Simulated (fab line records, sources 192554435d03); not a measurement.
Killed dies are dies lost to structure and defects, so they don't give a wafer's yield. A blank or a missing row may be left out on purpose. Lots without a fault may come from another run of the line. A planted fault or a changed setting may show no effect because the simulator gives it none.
Chamber matching | flow n5_finfet | N5_SDB_DESCUM_16 on rie_diel-03: 4 sister chambers
The step chemistry O2, time 7.9 s. 4 wafers are shown with their chamber, then 7 later ones without.

WAFERS WITH THEIR CHAMBER
wafer  | chamber | showerhead_plenum_p_Torr (Torr)
L079.3 | 1       | 2.15
L079.4 | 3       | 2.10
L083.1 | 0       | 2.22
L083.2 | 2       | 2.14

WAFERS WITHOUT THEIR CHAMBER
wafer  | showerhead_plenum_p_Torr (Torr)
L083.3 | 2.10
L083.4 | 2.14
L083.5 | 2.09
L083.6 | 2.14
L086.3 | 2.14
L086.4 | 2.09
L086.5 | 2.14

WHICH CHAMBER EACH WENT THROUGH
wafer  | from the rows above     | in truth
L083.3 | 3                       | 3
L083.4 | can't be placed: 2 or 1 | 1
L083.5 | 3                       | 3
L083.6 | can't be placed: 2 or 1 | 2
L086.3 | can't be placed: 2 or 1 | 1
L086.4 | 3                       | 3
L086.5 | can't be placed: 2 or 1 | 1
Placed correctly: 3 of 7. Can't be placed from these rows: 4 (the true chamber is among the candidates in 4). Placed wrongly: 0.
How it was worked out, from the rows above alone: a wafer's distance from a chamber is the root of the sum, over the readings, of the square of ((its reading less the chamber's mean) divided by the reading's scatter). The wafer belongs to the nearest chamber; if the next one is less than 2 further off, it can't be placed. A chamber's mean is the mean of its shown wafers. The scatter: with one shown wafer a chamber, the root of the mean of the squares of how far each hidden wafer lies from its nearest shown one.
